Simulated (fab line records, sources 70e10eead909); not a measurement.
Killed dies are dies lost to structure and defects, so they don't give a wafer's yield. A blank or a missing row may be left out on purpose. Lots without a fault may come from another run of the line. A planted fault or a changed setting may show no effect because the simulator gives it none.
Which tool did it? | flow nand_harc | 24 lots, 72 wafers sampled, at 4 steps of a route of 1302

WHAT THE GAUGES READ, wafer by wafer
NHARC_P_START_INSPECT_01.
lot  | measured     | on                | raw_defect_count
L074 | day 1 20:02  | defect_inspect-01 | 0 5 1
L075 | day 2 06:02  | defect_inspect-02 | 2 2 3
L076 | day 2 16:03  | defect_inspect-02 | 2 1 4
L077 | day 3 02:02  | defect_inspect-02 | 3 4 6
L078 | day 3 12:02  | defect_inspect-01 | 4 3 2
L079 | day 3 22:02  | defect_inspect-02 | 4 6 4
L080 | day 4 08:02  | defect_inspect-02 | 5 5 2
L081 | day 4 18:02  | defect_inspect-01 | 1 5 4
L082 | day 5 04:02  | defect_inspect-02 | 1 2 3
L083 | day 5 14:02  | defect_inspect-01 | 1 4 0
L084 | day 6 00:02  | defect_inspect-02 | 5 6 5
L085 | day 6 10:02  | defect_inspect-02 | 2 4 4
L086 | day 6 20:03  | defect_inspect-01 | 1 4 6
L087 | day 7 06:02  | defect_inspect-01 | 3 7 1
L088 | day 7 16:02  | defect_inspect-02 | 4 5 3
L089 | day 8 02:02  | defect_inspect-02 | 5 1 4
L090 | day 8 12:02  | defect_inspect-01 | 6 1 5
L091 | day 8 22:02  | defect_inspect-02 | 11 3 2
L092 | day 9 08:02  | defect_inspect-02 | 2 6 2
L093 | day 9 18:02  | defect_inspect-01 | 1 2 3
L094 | day 10 04:02 | defect_inspect-02 | 2 4 6
L095 | day 10 14:02 | defect_inspect-02 | 6 4 3
L096 | day 11 00:02 | defect_inspect-01 | 3 1 0
L097 | day 11 10:02 | defect_inspect-01 | 2 5 8

NHARC_P_STI_CD_MEAS_09: target cd 200 nm.
lot  | measured     | on        | cd_nm (nm)
L074 | day 2 22:08  | cd_sem-02 | 202.7 201.5 203.9
L075 | day 3 06:40  | cd_sem-03 | 202.4 197.9 202.2
L076 | day 3 14:43  | cd_sem-03 | 196.2 198.4 198.9
L077 | day 4 04:40  | cd_sem-02 | 204.6 202.8 201.7
L078 | day 4 12:17  | cd_sem-02 | 198.6 201.4 199.7
L079 | day 4 21:51  | cd_sem-03 | 204.6 206.4 202.8
L080 | day 5 06:38  | cd_sem-01 | 196.7 198.2 199.4
L081 | day 5 17:40  | cd_sem-02 | 204.8 202.1 202.3
L082 | day 6 03:32  | cd_sem-03 | 193.0 198.1 201.0
L083 | day 6 13:42  | cd_sem-03 | 200.4 199.3 200.7
L084 | day 6 22:16  | cd_sem-02 | 203.0 202.7 204.4
L085 | day 7 09:23  | cd_sem-01 | 199.1 199.0 196.9
L086 | day 7 22:17  | cd_sem-03 | 201.7 199.7 199.2
L087 | day 8 06:31  | cd_sem-02 | 202.2 201.6 205.1
L088 | day 8 14:48  | cd_sem-01 | 202.2 202.9 199.1
L089 | day 9 05:19  | cd_sem-02 | 200.4 202.7 202.7
L090 | day 9 11:25  | cd_sem-03 | 200.4 202.8 203.2
L091 | day 9 19:51  | cd_sem-01 | 198.1 202.8 200.9
L092 | day 10 14:38 | cd_sem-01 | 203.2 200.5 201.8
L093 | day 10 23:04 | cd_sem-03 | 202.3 201.9 200.7
L094 | day 11 08:09 | cd_sem-02 | 203.2 201.8 200.5
L095 | day 11 13:28 | cd_sem-01 | 198.2 200.5 199.4
L096 | day 11 22:00 | cd_sem-03 | 195.5 200.5 199.3
L097 | day 12 09:41 | cd_sem-01 | 204.3 202.5 202.8

WHICH TOOL RAN EACH LOT (tool, then ch and the chambers of the sampled wafers, then the start)
lot  | NHARC_P_ZERO_WELL_ETCH_63        | NHARC_P_ZERO_WELL_RTA_42
L074 | rie_si-06 ch 1,2,3, day 1 21:47  | rtp_anneal-02 ch 0, day 2 02:58
L075 | rie_si-06 ch 1,3, day 2 09:53    | rtp_anneal-02 ch 0, day 2 15:15
L076 | rie_si-06 ch 1,2, day 2 17:42    | rtp_anneal-01 ch 0, day 2 23:26
L077 | rie_si-06 ch 2,3, day 3 03:34    | rtp_anneal-02 ch 0, day 3 08:54
L078 | rie_si-06 ch 1,2, day 3 13:42    | rtp_anneal-02 ch 0, day 3 19:01
L079 | rie_si-04 ch 1,2,3, day 3 23:39  | rtp_anneal-01 ch 0, day 4 04:44
L080 | rie_si-06 ch 0,2,3, day 4 09:40  | rtp_anneal-02 ch 0, day 4 14:40
L081 | rie_si-04 ch 0,1,2, day 4 19:55  | rtp_anneal-02 ch 0, day 5 01:01
L082 | rie_si-04 ch 0,1,3, day 5 05:49  | rtp_anneal-01 ch 0, day 5 11:10
L083 | rie_si-04 ch 1,2,3, day 5 15:48  | rtp_anneal-01 ch 0, day 5 21:12
L084 | rie_si-06 ch 0,1,3, day 6 01:39  | rtp_anneal-01 ch 0, day 6 06:59
L085 | rie_si-04 ch 1,3, day 6 11:32    | rtp_anneal-01 ch 0, day 6 16:49
L086 | rie_si-02 ch 0,2,3, day 6 21:40  | rtp_anneal-02 ch 0, day 7 03:08
L087 | rie_si-06 ch 2,3, day 7 07:45    | rtp_anneal-02 ch 0, day 7 13:00
L088 | rie_si-04 ch 0,1,2, day 7 17:40  | rtp_anneal-01 ch 0, day 7 22:51
L089 | rie_si-02 ch 0,1,3, day 8 03:46  | rtp_anneal-02 ch 0, day 8 09:14
L090 | rie_si-02 ch 0,1,2, day 8 13:47  | rtp_anneal-01 ch 0, day 8 19:01
L091 | rie_si-02 ch 0,1,2, day 8 23:32  | rtp_anneal-01 ch 0, day 9 04:45
L092 | rie_si-04 ch 0,2,3, day 9 09:48  | rtp_anneal-02 ch 0, day 9 15:06
L093 | rie_si-02 ch 0,3, day 9 19:52    | rtp_anneal-01 ch 0, day 10 00:49
L094 | rie_si-02 ch 2,3, day 10 05:40   | rtp_anneal-01 ch 0, day 10 10:52
L095 | rie_si-04 ch 0,1,3, day 10 15:37 | rtp_anneal-01 ch 0, day 10 20:49
L096 | rie_si-04 ch 0,1,3, day 11 01:39 | rtp_anneal-02 ch 0, day 11 06:51
L097 | rie_si-04 ch 0,2,3, day 11 11:41 | rtp_anneal-01 ch 0, day 11 16:53
- NHARC_P_ZERO_WELL_ETCH_63: etches the open film in HBr/Cl2, target depth 120 nm, time 40.1 s.
- NHARC_P_ZERO_WELL_RTA_42: time 300 s.

WHAT THE TOOLS THEMSELVES READ (means of the sampled wafers that have a number; where no wafer has one, the mark that the record gives instead)
NHARC_P_ZERO_WELL_ETCH_63.
lot  | tool      | bias_w (W) | drypump_motor_current_A (A) | oes_product_au (a.u.) | throttle_valve_pct (%)
L074 | rie_si-06 | 99.84      | 6.0                         | 0.991                 | 26.407
L075 | rie_si-06 | 99.77      | 6.2                         | 0.983                 | 26.402
L076 | rie_si-06 | 100.06     | 5.7                         | 0.991                 | 26.403
L077 | rie_si-06 | 99.79      | 5.9                         | 0.985                 | 26.409
L078 | rie_si-06 | 99.99      | 5.8                         | 0.997                 | 26.405
L079 | rie_si-04 | 100.10     | 5.8                         | 0.995                 | 26.409
L080 | rie_si-06 | 100.13     | 6.1                         | 1.000                 | 26.407
L081 | rie_si-04 | 100.33     | 5.7                         | 0.992                 | 26.405
L082 | rie_si-04 | 100.03     | 6.1                         | 0.997                 | 26.405
L083 | rie_si-04 | 100.05     | 5.7                         | 0.999                 | 26.413
L084 | rie_si-06 | 100.25     | 6.2                         | 0.996                 | 26.411
L085 | rie_si-04 | 100.22     | 6.0                         | 0.995                 | 26.397
L086 | rie_si-02 | 99.99      | 5.4                         | 1.007                 | 26.410
L087 | rie_si-06 | 99.92      | 6.1                         | 0.996                 | 26.398
L088 | rie_si-04 | 100.21     | 5.7                         | 1.002                 | 26.401
L089 | rie_si-02 | 99.86      | 5.5                         | 1.006                 | 26.404
L090 | rie_si-02 | 99.99      | 5.4                         | 1.003                 | 26.411
L091 | rie_si-02 | 100.16     | 5.4                         | 1.001                 | 26.410
L092 | rie_si-04 | 99.85      | 5.8                         | 1.003                 | 26.407
L093 | rie_si-02 | 100.20     | 5.5                         | 0.991                 | 26.407
L094 | rie_si-02 | 100.10     | 5.6                         | 1.001                 | 26.409
L095 | rie_si-04 | 99.95      | 6.1                         | 0.994                 | 26.394
L096 | rie_si-04 | 100.14     | 6.1                         | 0.996                 | 26.403
L097 | rie_si-04 | 100.00     | 5.8                         | 0.997                 | 26.401

NHARC_P_ZERO_WELL_RTA_42.
lot  | tool          | lamp_power_pct (%) | lamp_zone_5_pct (%) | wafer_temp_C_max
L074 | rtp_anneal-02 | 40.9               | 40.9                | 1105.4
L075 | rtp_anneal-02 | 41.0               | 41.0                | 1104.1
L076 | rtp_anneal-01 | 37.8               | 37.8                | 1105.9
L077 | rtp_anneal-02 | 41.0               | 40.9                | 1104.2
L078 | rtp_anneal-02 | 40.9               | 40.9                | 1106.0
L079 | rtp_anneal-01 | 37.8               | 37.8                | 1106.9
L080 | rtp_anneal-02 | 40.8               | 40.9                | 1104.4
L081 | rtp_anneal-02 | 40.9               | 41.0                | 1104.5
L082 | rtp_anneal-01 | 37.8               | 37.8                | 1106.3
L083 | rtp_anneal-01 | 37.8               | 37.8                | 1105.9
L084 | rtp_anneal-01 | 37.8               | 37.8                | 1107.3
L085 | rtp_anneal-01 | 37.8               | 37.8                | 1107.2
L086 | rtp_anneal-02 | 40.9               | 40.9                | 1104.3
L087 | rtp_anneal-02 | 40.9               | 41.0                | 1104.0
L088 | rtp_anneal-01 | 37.7               | 37.7                | 1106.2
L089 | rtp_anneal-02 | 40.9               | 40.9                | 1107.2
L090 | rtp_anneal-01 | 37.7               | 37.8                | 1106.4
L091 | rtp_anneal-01 | 37.7               | 37.7                | 1105.3
L092 | rtp_anneal-02 | 40.9               | 40.9                | 1104.5
L093 | rtp_anneal-01 | 37.7               | 37.7                | 1105.4
L094 | rtp_anneal-01 | 37.8               | 37.8                | 1105.7
L095 | rtp_anneal-01 | 37.8               | 37.8                | 1107.3
L096 | rtp_anneal-02 | 40.9               | 40.9                | 1104.6
L097 | rtp_anneal-01 | 37.8               | 37.7                | 1107.3

THE ANSWER, worked out from the rows above alone
Rule: what is usual is taken from the lots themselves. Put in order of their means at a reading, lots are off if they are a third of the lots or fewer, leave a main group of 4 or more, and stand apart from it by a gap of 3 or more times the standard deviation of the main group's means; of several such gaps the widest counts. A main group whose means are all the same, to the digits that the tables above print for the reading, isn't used. A lot without any number at a reading at which 4 lots or more have one is off too. The other lots that the step has rows for count as sound. The gauges are gone through in route order, then the tools' own readings, and for those a lot's mean is taken as printed above. The first step at which some lot is off is used, and at that step the reading that is off furthest; a lot without a number counts as furthest.
No lot is off at any reading shown: from this, nothing can be told.

WHAT THE SIMULATOR HAD PUT IN
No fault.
